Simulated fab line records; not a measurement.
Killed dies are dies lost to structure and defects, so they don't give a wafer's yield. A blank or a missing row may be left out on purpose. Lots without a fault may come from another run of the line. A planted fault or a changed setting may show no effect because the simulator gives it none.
fab line records | flow nandHarc
[record] lots = 12 wafers = 36 lastDay = 23
route steps=1159 shown P_M1@312 P_M2@325 END@1159
lots with no fault: from the same line, run without faults
startH: start of the lot's first displayed wafer, in hours after the record's first day | waitH: hours since the lot's step before | " the same as in the row above | L1.1+2: a single row standing in for several wafers | - value missing, or start not given | * or withheld: withheld | < > ~ a bound
route shown NAME@n: a module of which the file shows steps, and the number in the route of the first | usual: mean and standard deviation over wafers with no fault | same: alike in all rows | chamber/n: place in a boat | sites: the reading at each site | _std_site: standard deviation across them | _edge_site: the outer-site mean with the inner-site mean subtracted | radiusMm: for every site, how far away it sits from the centre of the wafer | mask NAME#n: copy n | behind: tool/chamber where the wafer was last shaped | hold: why the lot went on hold/how many hours it stayed there/how the hold came to an end | device: whichever transistor did not switch (one of n, p or np) | end of line: tests run on the same wafers once the route is complete | a step given without rows: its recipe and nothing more | killed: at the first sort, the dies lost to defects and structure; wafer yield is something else | map: dies across one wafer; x = killed, . = not, _ = none there
set.NAME: the setting as run; set.NAME@STEP: as run at that earlier step | model.NAME: the simulator's own value behind a step, which no gauge read
a sample of lots followed through the steps of the route, with each step as a table and each wafer as a row
services: when a tool's chamber went out of use (startH, in hours from the record's first day, below 0 if earlier), for how many hours, and the reason
[[steps]]
[step NHARC_P_M1_THK_MEAS_24]
[recipe] thkMeasGauge = xrf
[usual] thkNm = 157.6/1.4
// columns lot.wafer tool chamber startH waitH thkNm
L698.4 filmMetro-01 - 141.47 - 157.9
L698.5 " - " " 156.7
L698.6 " - " " 159.5
L699.1 filmMetro-02 - 141.86 - 159.4
L699.4 " - " " 158.2
L699.6 " - " " 156.1
L701.1 filmMetro-02 - 152.57 - 157.8
L701.3 " - " " 158.4
L701.6 " - " " 156.5
L703.2 filmMetro-02 - 169.43 - 157.6
L703.4 " - " " 155.6
L703.5 " - " " 160.5
L705.1 filmMetro-01 - 177.55 - 156.5
L705.5 " - " " 157.3
L705.6 " - " " 159.2
L707.2 filmMetro-01 - 183.49 - 158.6
L707.3 " - " " 160.0
L707.4 " - " " 158.4
L706.4 filmMetro-01 - 189.50 - 160.4
L706.5 " - " " 160.9
L706.6 " - " " 159.4
L708.1 filmMetro-01 - 201.54 - 157.0
L708.2 " - " " 157.9
L708.4 " - " " 157.2
L709.1 filmMetro-02 - 203.30 - 157.7
L709.4 " - " " 156.6
L709.5 " - " " 157.8
L713.1 filmMetro-02 - 224.43 - 155.9
L713.3 " - " " 158.3
L713.4 " - " " 157.7
L712.1 filmMetro-02 - 224.74 - 155.5
L712.5 " - " " 156.5
L712.6 " - " " 155.5
L717.1 filmMetro-02 - 243.34 - 157.5
L717.2 " - " " 156.1
L717.4 " - " " 158.7
[step NHARC_P_M1_DEP_33]
[recipe] targetThkA = 300 tempC = 370 targetThkNm = 30 pressureTorr = 3 flowSccm = 200 rfW = 450 material = SiCN
[usual] heaterPowerW = 595/86
// columns lot.wafer tool chamber startH waitH heaterPowerW
L698.5 pecvd-04 0 141.90 0.2 530
L698.4 " 1 " " 583
L698.6 " 2 " " 580
L699.1 pecvd-01 2 142.21 0.1 792
L699.4 " 1 " " 503
L699.6 " 2 " " 781
L701.1 pecvd-04 0 152.88 0.1 536
L701.3 " 2 " " 653
L701.6 " 2 " " 646
L703.2 pecvd-01 2 169.73 0.1 795
L703.4 " 2 " " 776
L703.5 " 0 " " 514
L705.1 pecvd-04 2 177.90 0.1 556
L705.5 " 1 " " 605
L705.6 " 0 " " 565
L707.2 pecvd-01 0 183.79 0.1 508
L707.3 " 1 " " 536
L707.4 " 1 " " 533
L706.6 pecvd-01 0 189.93 0.2 485
L706.5 " 1 " " 539
L706.4 " 2 " " 776
L708.2 pecvd-03 1 202.03 0.1 642
L708.1 " 0 " " 604
L708.4 " 0 " " 585
L709.1 pecvd-03 0 204.13 0.1 648
L709.4 " 1 " " 672
L709.5 " 2 " " 593
L713.1 pecvd-01 1 224.77 0.1 534
L713.3 " 2 " " 768
L713.4 " 0 " " 459
L712.1 pecvd-04 2 225.04 0.1 614
L712.6 " 2 " " 624
L712.5 " 1 " " 614
L717.2 pecvd-04 0 243.64 0.1 613
L717.1 " 2 " " 610
L717.4 " 1 " " 576
[step NHARC_P_M2_EXPOSE_06]
[recipe] na = 1.35 targetCdNm = 170 doseMj = 80.78 maskId = P_M2
// columns lot.wafer tool chamber startH waitH mask
L698.4+5+6 arfiScanner-02 0 142.75 - P_M2#0
L699.1+4+6 arfiScanner-01 0 143.27 - P_M2#0
L701.1+3+6 arfiScanner-01 0 153.86 - P_M2#0
L703.2+4+5 arfiScanner-03 0 170.72 - P_M2#0
L705.1+5+6 arfiScanner-03 0 178.96 - P_M2#0
L707.2+3+4 arfiScanner-03 0 184.80 - P_M2#0
L706.4+5+6 arfiScanner-03 0 190.80 - P_M2#0
L708.1+2+4 arfiScanner-01 0 203.14 - P_M2#0
L709.1+4+5 arfiScanner-03 0 205.36 - P_M2#0
L713.1+3+4 arfiScanner-03 0 225.82 - P_M2#0
L712.1+5+6 arfiScanner-02 0 226.16 - P_M2#0
L717.1+2+4 arfiScanner-02 0 244.74 - P_M2#0
[step NHARC_P_M2_CD_MEAS_09]
[recipe] targetCdNm = 170 landingEnergyEv = 500
[usual] cdNm = 169.7/0.56
// columns lot.wafer tool chamber startH waitH cdNm
L698.4 cdSem-01 0 142.88 - 170.0
L698.5 " 0 " " 169.4
L698.6 " 0 " " 170.4
L699.1 cdSem-03 0 143.41 - 169.9
L699.4 " 0 " " 169.5
L699.6 " 0 " " 170.1
L701.1 cdSem-01 0 154.00 - 170.0
L701.3 " 0 " " 169.8
L701.6 " 0 " " 170.0
L703.2 cdSem-02 0 170.86 - 168.4
L703.4 " 0 " " 169.6
L703.5 " 0 " " 169.1
L705.1 cdSem-02 0 179.10 - 170.0
L705.5 " 0 " " 169.0
L705.6 " 0 " " 169.1
L707.2 cdSem-01 0 184.94 - 169.5
L707.3 " 0 " " 169.4
L707.4 " 0 " " 168.9
L706.4 cdSem-02 0 190.94 - 170.1
L706.5 " 0 " " 170.1
L706.6 " 0 " " 169.5
L708.1 cdSem-02 0 203.28 - 169.5
L708.2 " 0 " " 170.0
L708.4 " 0 " " 168.9
L709.1 cdSem-03 0 205.50 - 169.6
L709.4 " 0 " " 169.6
L709.5 " 0 " " 169.4
L713.1 cdSem-02 0 225.96 - 203.0
L713.3 " 0 " " 168.8
L713.4 " 0 " " 170.2
L712.1 cdSem-03 0 226.30 - 170.6
L712.5 " 0 " " 170.0
L712.6 " 0 " " 168.8
L717.1 cdSem-03 0 244.88 - 170.0
L717.2 " 0 " " 170.6
L717.4 " 0 " " 170.1
[step NHARC_P_M2_OVL_MEAS_10]
[recipe] pitchNm = 340
[usual] overlayXNm = 0.0/0.96 overlayYNm = -0.1/0.8
// columns lot.wafer tool chamber startH waitH overlayXNm overlayYNm
L698.4 overlay-01 - 142.98 - 0.8 -1.2
L698.5 " - " " 1.1 -1.1
L698.6 " - " " 0.5 -1.2
L699.1 overlay-01 - 143.50 - -0.6 1.5
L699.4 " - " " -1.3 1.2
L699.6 " - " " -0.5 1.8
L701.1 overlay-01 - 154.09 - 0.3 1.4
L701.3 " - " " 0.3 0.9
L701.6 " - " " 0.4 0.8
L703.2 overlay-02 - 170.94 - -0.3 -0.1
L703.4 " - " " 0.2 0.2
L703.5 " - " " -0.3 0.0
L705.1 overlay-01 - 179.19 - -0.3 0.2
L705.5 " - " " -1.0 0.5
L705.6 " - " " -0.2 0.3
L707.2 overlay-02 - 185.03 - -0.9 0.8
L707.3 " - " " -1.2 0.8
L707.4 " - " " -1.5 1.0
L706.4 overlay-02 - 191.02 - -0.2 0.1
L706.5 " - " " -0.1 -0.2
L706.6 " - " " -0.3 -0.2
L708.1 overlay-02 - 203.36 - -0.3 0.1
L708.2 " - " " -0.1 0.0
L708.4 " - " " -0.4 -0.1
L709.1 overlay-01 - 205.59 - 0.0 0.2
L709.4 " - " " 0.0 0.4
L709.5 " - " " 0.5 0.3
L713.1 overlay-01 - 226.07 - 1.5 0.7
L713.3 " - " " 0.4 0.9
L713.4 " - " " 1.8 0.7
L712.1 overlay-01 - 226.40 - -0.2 -1.0
L712.5 " - " " -0.2 0.0
L712.6 " - " " -0.5 -1.0
L717.1 overlay-02 - 244.97 - 0.1 -1.3
L717.2 " - " " -0.1 -1.4
L717.4 " - " " -0.1 -1.9
[step NHARC_END_SORT_01]
[recipe] tempC = 25
[usual] defectLimitedYield = 95.3/1.6 killedAtArray = 27/12 killedAtOther = 0.8/1 killedAtPeriphery = 4.0/2.5 killedDies = 32/11 killedOpen = 3.3/1.8 killedShort = 2.0/1.5 sort_bin_2_pct = 1.5/0.59 sort_bin_3_pct = 0.27/0.22 sort_bin_4_pct = 3.0/1.1 sortNPass = 645/11 sortRimYieldPct = 95.6/2.7 sortYieldPct = 95.3/1.6
[same] grossDies = 677 sort_bin_5_pct[%] = 0 sort_bin_6_pct[%] = 0 sort_bin_7_pct[%] = 0 sort_bin_8_pct[%] = 0 sortRimNGross = 106.00
// columns lot.wafer tool chamber startH waitH defectLimitedYield[%] killedAtArray killedAtOther killedAtPeriphery killedDies killedOpen killedShort sort_bin_2_pct[%] sort_bin_3_pct[%] sort_bin_4_pct[%] sortNPass sortRimYieldPct[%] sortYieldPct[%]
L699.1 prober-01 0 456.75 2.5 94.8 30 0 5 35 3 2 1.6 0.44 3.1 642 95.3 94.8
L699.4 prober-01 0 459.10 3.4 94.4 32 0 6 38 4 3 2.1 0.15 3.4 639 95.3 94.4
L699.6 prober-01 0 460.66 3.9 94.7 30 0 6 36 5 2 1.5 0.30 3.5 641 96.2 94.7
L701.1 prober-02 0 467.31 2.5 93.5 38 0 6 44 3 5 1.5 0.74 4.3 633 94.3 93.5
L701.3 prober-02 0 468.90 3.1 92.8 44 1 4 49 5 4 1.9 0.44 4.9 628 88.7 92.8
L701.6 prober-02 0 471.29 4.0 94.5 34 0 3 37 3 1 1.2 0.59 3.7 640 98.1 94.5
L707.2 prober-01 0 489.44 2.8 96.5 23 0 1 24 1 2 1.6 0.15 1.8 653 94.3 96.5
L707.3 prober-01 0 490.26 3.1 95.3 24 0 8 32 4 1 1.5 0 3.2 645 95.3 95.3
L707.4 prober-01 0 491.07 3.5 94.8 28 0 7 35 9 3 1.8 0.30 3.1 642 98.1 94.8
L708.1 prober-02 0 504.21 2.5 95.1 31 0 2 33 3 2 1.5 0.59 2.8 644 88.7 95.1
L708.2 prober-02 0 505.00 2.8 92.3 46 2 4 52 4 6 1.8 0.30 5.6 625 94.3 92.3
L708.4 prober-02 0 506.59 3.4 93.6 41 0 2 43 4 0 2.4 0 4.0 634 100.0 93.6
L712.1 prober-02 0 533.11 2.5 96.6 17 1 5 23 5 0 0.7 0.15 2.5 654 92.5 96.6
L712.5 prober-02 0 536.35 3.7 96.2 13 1 12 26 4 5 1.6 0.15 2.1 651 99.1 96.2
L712.6 prober-02 0 537.16 4.1 97.6 12 0 4 16 3 1 0.4 0.30 1.6 661 96.2 97.6
L713.1 prober-01 0 543.91 2.5 93.8 38 1 3 42 6 1 2.2 0.44 3.5 635 97.2 93.8
L713.3 prober-01 0 545.52 3.1 92.2 51 0 2 53 5 0 2.2 0.30 5.3 624 92.5 92.2
L713.4 prober-01 0 546.32 3.4 92.5 49 0 2 51 3 1 1.9 0.15 5.5 626 93.4 92.5
// killed by level:class
L699.1 A_CHANNEL_HOLE_D1:chamberFilmFlake=14 A_SLIT:chamberFilmFlake=6 A_WL_FILL:chamberFilmFlake=3 P_BONDPAD:chamberFilmFlake=2 A_CONTACT:chamberFilmFlake=2 A_M0:chamberFilmFlake=2 P_GATE:geometricParticle:open=1 P_CONTACT:geometricParticle:open=1
L699.4 A_CHANNEL_HOLE_D1:chamberFilmFlake=12 A_SLIT:chamberFilmFlake=9 A_WL_FILL:geometricParticle:short=2 A_CONTACT:geometricParticle:open=2 P_CONTACT:chamberFilmFlake=2 P_BONDPAD:chamberFilmFlake=2 A_STAIRCASE:chamberFilmFlake=2 P_M0:geometricParticle:open=1
L699.6 A_SLIT:chamberFilmFlake=12 A_CHANNEL_HOLE_D1:chamberFilmFlake=11 P_CONTACT:chamberFilmFlake=3 P_GATE:geometricParticle:open=2 A_CHANNEL_HOLE_D1:geometricParticle:short=2 A_M0:geometricParticle:open=2 A_CHANNEL_FILL_D1:geometricParticle:open=1 P_BONDPAD:chamberFilmFlake=1
L701.1 A_CHANNEL_HOLE_D1:chamberFilmFlake=18 A_SLIT:chamberFilmFlake=11 A_WL_FILL:geometricParticle:short=2 P_GATE:chamberFilmFlake=2 A_M1:chamberFilmFlake=2 P_CONTACT:geometricParticle:short=1 P_M0:geometricParticle:open=1 P_M1:geometricParticle:open=1
L701.3 A_CHANNEL_HOLE_D1:chamberFilmFlake=16 A_SLIT:chamberFilmFlake=13 A_STAIRCASE:chamberFilmFlake=5 A_M0:geometricParticle:open=3 A_M1:chamberFilmFlake=2 P_STI:geometricParticle:open=1 P_CONTACT:geometricParticle:open=1 A_ONON_D1:geometricParticle:short=1
L701.6 A_CHANNEL_HOLE_D1:chamberFilmFlake=16 A_SLIT:chamberFilmFlake=8 A_STAIRCASE:chamberFilmFlake=3 P_ZERO_WELL:chamberFilmFlake=2 A_CONTACT:chamberFilmFlake=2 P_M1:geometricParticle:short=1 A_CHANNEL_FILL_D1:geometricParticle:open=1 A_CONTACT:geometricParticle:open=1
L707.2 A_CHANNEL_HOLE_D1:chamberFilmFlake=16 A_CONTACT:chamberFilmFlake=3 A_CHANNEL_FILL_D1:geometricParticle:short=1 A_WL_FILL:geometricParticle:short=1 A_M0:geometricParticle:open=1 P_M2:chamberFilmFlake=1 A_STAIRCASE:chamberFilmFlake=1
L707.3 A_CHANNEL_HOLE_D1:chamberFilmFlake=14 P_M2:chamberFilmFlake=5 A_ZERO_WELL:chamberFilmFlake=3 P_GATE:chamberFilmFlake=2 A_ONON_D1:geometricParticle:short=1 A_CHANNEL_HOLE_D1:geometricParticle:open=1 A_STAIRCASE:geometricParticle:open=1 A_SGD_CUT:geometricParticle:open=1
L707.4 A_CHANNEL_HOLE_D1:chamberFilmFlake=12 A_CONTACT:geometricParticle:open=5 P_M2:chamberFilmFlake=5 A_STAIRCASE:chamberFilmFlake=2 A_SOURCE_PLATE:geometricParticle:short=1 A_ONON_D1:geometricParticle:short=1 A_ONON_D1:geometricParticle:open=1 A_CHANNEL_FILL_D1:geometricParticle:open=1
L708.1 A_CHANNEL_HOLE_D1:chamberFilmFlake=13 A_SLIT:chamberFilmFlake=10 A_WL_FILL:chamberFilmFlake=2 P_CONTACT:geometricParticle:short=1 P_M0:geometricParticle:open=1 A_CHANNEL_FILL_D1:geometricParticle:short=1 A_CONTACT:geometricParticle:open=1 A_M0:geometricParticle:open=1
L708.2 A_CHANNEL_HOLE_D1:chamberFilmFlake=21 A_SLIT:chamberFilmFlake=10 A_STAIRCASE:chamberFilmFlake=4 P_CONTACT:geometricParticle:short=2 A_WL_FILL:geometricParticle:short=2 A_CONTACT:chamberFilmFlake=2 P_CONTACT:geometricParticle:open=1 P_M2:geometricParticle:open=1
L708.4 A_CHANNEL_HOLE_D1:chamberFilmFlake=21 A_SLIT:chamberFilmFlake=14 A_STAIRCASE:chamberFilmFlake=2 A_CONTACT:chamberFilmFlake=2 P_GATE:geometricParticle:open=1 P_M0:geometricParticle:open=1 A_ONON_D1:geometricParticle:open=1 A_CHANNEL_FILL_D1:geometricParticle:open=1
L712.1 A_CHANNEL_HOLE_D1:chamberFilmFlake=6 A_CONTACT:chamberFilmFlake=5 A_CONTACT:geometricParticle:open=3 P_ZERO_WELL:chamberFilmFlake=2 P_GATE:chamberFilmFlake=2 P_CONTACT:geometricParticle:open=1 A_WL_FILL:geometricParticle:open=1 A_STAIRCASE:chamberFilmFlake=1
L712.5 A_CHANNEL_HOLE_D1:chamberFilmFlake=6 P_M0:chamberFilmFlake=5 P_CONTACT:geometricParticle:open=2 A_STAIRCASE:geometricParticle:short=2 P_ZERO_WELL:chamberFilmFlake=2 A_WL_FILL:chamberFilmFlake=2 P_GATE:geometricParticle:short=1 P_M0:geometricParticle:short=1
L712.6 A_CHANNEL_HOLE_D1:chamberFilmFlake=5 A_CONTACT:chamberFilmFlake=3 P_CONTACT:geometricParticle:open=2 A_WL_FILL:chamberFilmFlake=2 P_GATE:geometricParticle:short=1 A_CONTACT:geometricParticle:open=1 P_ZERO_WELL:chamberFilmFlake=1 A_STAIRCASE:chamberFilmFlake=1
L713.1 A_CHANNEL_HOLE_D1:chamberFilmFlake=20 A_SLIT:chamberFilmFlake=11 A_WL_FILL:geometricParticle:open=2 P_CONTACT:geometricParticle:open=1 P_M0:geometricParticle:open=1 A_CHANNEL_FILL_D1:geometricParticle:open=1 A_M0:geometricParticle:open=1 A_M1:geometricParticle:short=1
L713.3 A_CHANNEL_HOLE_D1:chamberFilmFlake=20 A_SLIT:chamberFilmFlake=17 A_CONTACT:chamberFilmFlake=6 A_M0:geometricParticle:open=4 A_STAIRCASE:chamberFilmFlake=3 A_CONTACT:geometricParticle:open=1 P_M0:chamberFilmFlake=1 P_M1:chamberFilmFlake=1
L713.4 A_CHANNEL_HOLE_D1:chamberFilmFlake=25 A_SLIT:chamberFilmFlake=17 A_CONTACT:geometricParticle:open=2 A_STAIRCASE:chamberFilmFlake=2 A_CONTACT:chamberFilmFlake=2 P_M2:geometricParticle:open=1 A_M0:geometricParticle:short=1 P_ZERO_WELL:chamberFilmFlake=1
[[services]]
// columns tool chamber startH hours kind
pecvd-03 0 124.16 - clean
pecvd-01 - 130.24 0.5 repair
arfiScanner-03 - 140.00 4.0 pm
arfiScanner-02 - 149.06 19.1 repair
arfiScanner-01 - 151.13 0.4 repair
pecvd-04 0 155.21 7.7 repair
arfiScanner-01 - 164.72 3.5 repair
pecvd-04 - 195.00 13.0 pm
pecvd-04 0 195.00 13.0 ventCycle
pecvd-04 1 195.00 13.0 ventCycle
pecvd-04 2 195.00 13.0 ventCycle
pecvd-03 - 199.33 0.5 repair
arfiScanner-03 - 201.57 1.0 repair
pecvd-04 0 208.00 - clean
pecvd-04 1 208.00 - clean
pecvd-04 2 208.00 - clean
arfiScanner-01 - 209.93 4.0 pm
pecvd-01 1 211.18 4.8 repair
arfiScanner-01 - 214.29 0.7 repair
pecvd-01 - 237.10 13.0 pm
pecvd-01 0 237.10 13.0 ventCycle
pecvd-01 1 237.10 13.0 ventCycle
pecvd-01 2 237.10 13.0 ventCycle
arfiScanner-03 - 240.58 0.8 repair
[[key]]
[firstSign] step = NHARC_P_M2_CD_MEAS_09 reading = cdNm direction = up sigmas = 59 usual = 169.7 struck = 203.0
effect none on later readings
metAt NHARC_P_M2_EXPOSE_06
struckLots L713
struckWafers L713.1
notActingAt NHARC_P_M1_THK_MEAS_24,NHARC_P_M1_DEP_33,NHARC_P_M2_OVL_MEAS_10
onsetBetween 205.36 225.82
[fault] kind = processParameterDrift tool = arfiScanner-03 chamber = - onsetH = 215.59 steps = NHARC_P_M2_EXPOSE_06 channel = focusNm offset = 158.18 shape = step endH = 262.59 scope = struckWafersOnly
